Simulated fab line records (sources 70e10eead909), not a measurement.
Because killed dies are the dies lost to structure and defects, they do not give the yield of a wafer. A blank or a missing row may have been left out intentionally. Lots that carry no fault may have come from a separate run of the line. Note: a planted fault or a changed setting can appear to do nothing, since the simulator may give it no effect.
Problem report in the 8D (eight disciplines) form, filled by code ; flow nand-harc ; the parts of the form that need people (team, actions taken, sign-off) are left out

1. THE ISSUE
At NHARC_END_SORT_01, killed-at-array averages 163 over 2 wafers from 2 lots, while fault-free wafers read 27, standard deviation 8. That puts it +17 standard deviations away from the usual mean.
The first sign was on wafer L920.4 at day 24 08:11, on prober-02. Wafers with a number at this step in the record: 8, from 3 lots. Rule for "out", or "out of limits": more than 4 standard deviations from the usual mean. The other wafers with a number count as sound.

2. WHAT IT IS, AND WHAT IT ISN'T
question;is;is not
which readings at this step;killed-at-array, killed-dies;killed-at-other, killed-at-periphery, killed-open, killed-short
which lots;L918, L920;L906
which wafers of those lots;L918.6, L920.4;L918.1, L918.5, L920.1
read on which gauges;prober-01, prober-02;-
when;from day 24 08:11;"up to then (5 sound wafers); but 1 sound wafer of L918 came after"

3. WHAT RULES OUT EACH SUSPECT
Counting: if a tool at a process step up to the reading ran every lot that is out, it stays a suspect. Sound lots after the first of them don't rule it out here, since some wafers of a struck lot are sound.
- the gauge at NHARC_END_SORT_01 is ruled out. The wafers that are out were read on 2 gauges (prober-01, prober-02).
- rie-diel-09 at NHARC_A_STAIRCASE_TRIM_220 (chemistry O2, time 211.2 s): kept. Ran every lot that is out, first one L920 (day 15 19:32); last sound lot up to then L906 (day 12 21:00).
- rie-diel-09 at NHARC_A_STAIRCASE_ETCH_230 (etches the open film in C4F8/O2, target depth 100 nm, time 40.5 s): kept. It ran every lot that is out, first L920 (day 15 21:39). NHARC_A_STAIRCASE_ETCH_230 gives no start for some lots, so the hours and the order of its lots are those of NHARC_A_STAIRCASE_ETCH_232.
- rie-diel-09 at NHARC_A_STAIRCASE_TRIM_231 (chemistry O2, time 211.2 s): kept. It ran every lot that is out, first L920 (day 15 21:39). NHARC_A_STAIRCASE_TRIM_231 gives no start for some lots, so the hours and the order of its lots are those of NHARC_A_STAIRCASE_ETCH_232.
- rie-diel-09 at NHARC_A_STAIRCASE_ETCH_232 (etches the open film in C4F8/O2, target depth 100 nm, time 40.5 s): kept. It ran every lot that is out, first L920 (day 15 21:39). On those wafers its own readings are out: oes-product-au.
- At NHARC_A_STAIRCASE_TRIM_231, inside rie-diel-09: chamber 0 took the wafers that are out, while their sound lot-mates went through chambers 1, 2, 3.
- At NHARC_A_STAIRCASE_ETCH_232, inside rie-diel-09: chamber 0 took the wafers that are out, while their sound lot-mates went through chambers 1, 3.
Left after counting: rie-diel-09 at NHARC_A_STAIRCASE_TRIM_220, rie-diel-09 at NHARC_A_STAIRCASE_ETCH_230, rie-diel-09 at NHARC_A_STAIRCASE_TRIM_231, rie-diel-09 at NHARC_A_STAIRCASE_ETCH_232.

4. THE CAUSE (what the simulator had put in)
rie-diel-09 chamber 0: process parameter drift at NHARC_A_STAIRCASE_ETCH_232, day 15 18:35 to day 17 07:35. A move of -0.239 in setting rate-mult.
Counting leaves 4 suspects; this tool is one of them.

5. THE EFFECT CHAIN, in route order
Each row: a reading where the mean over the struck wafers with a number is more than 3 standard deviations away from the usual. Scope: only readings with a usual standard deviation given in the record; hours: median across lots of the time from each lot's start at the first step in this table that gives one to its start at this step; sigmas: change in usual standard deviations.
hours;step;reading;usual;on struck wafers;change;sigmas
0;NHARC_A_STAIRCASE_ETCH_232;oes-product-au;0.943 a.u.;0.786;-0.157;-14
202;NHARC_END_SORT_01;killed-at-array;27;163;+136;+17
202;NHARC_END_SORT_01;killed-dies;31;167;+136;+15
Its process steps:
- NHARC_A_STAIRCASE_ETCH_232: etches the open film in C4F8/O2, target depth 100 nm, time 40.5 s.

6. HOW IT WOULD HAVE BEEN CAUGHT EARLIER
206 hours passed between the start of the fault at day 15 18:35 and the first reading out of limits at a measuring or inspecting step in this record, taken at day 24 08:11.
At NHARC_A_STAIRCASE_ETCH_232, the tool's own readings (oes-product-au) were out on each struck wafer the step has a row for, so an alarm limit on them would have fired on the first such wafer.
By day 24 08:11, every lot that is out (2) had started NHARC_A_STAIRCASE_ETCH_232 on rie-diel-09. Tool hold at that time: it would have spared none of them.
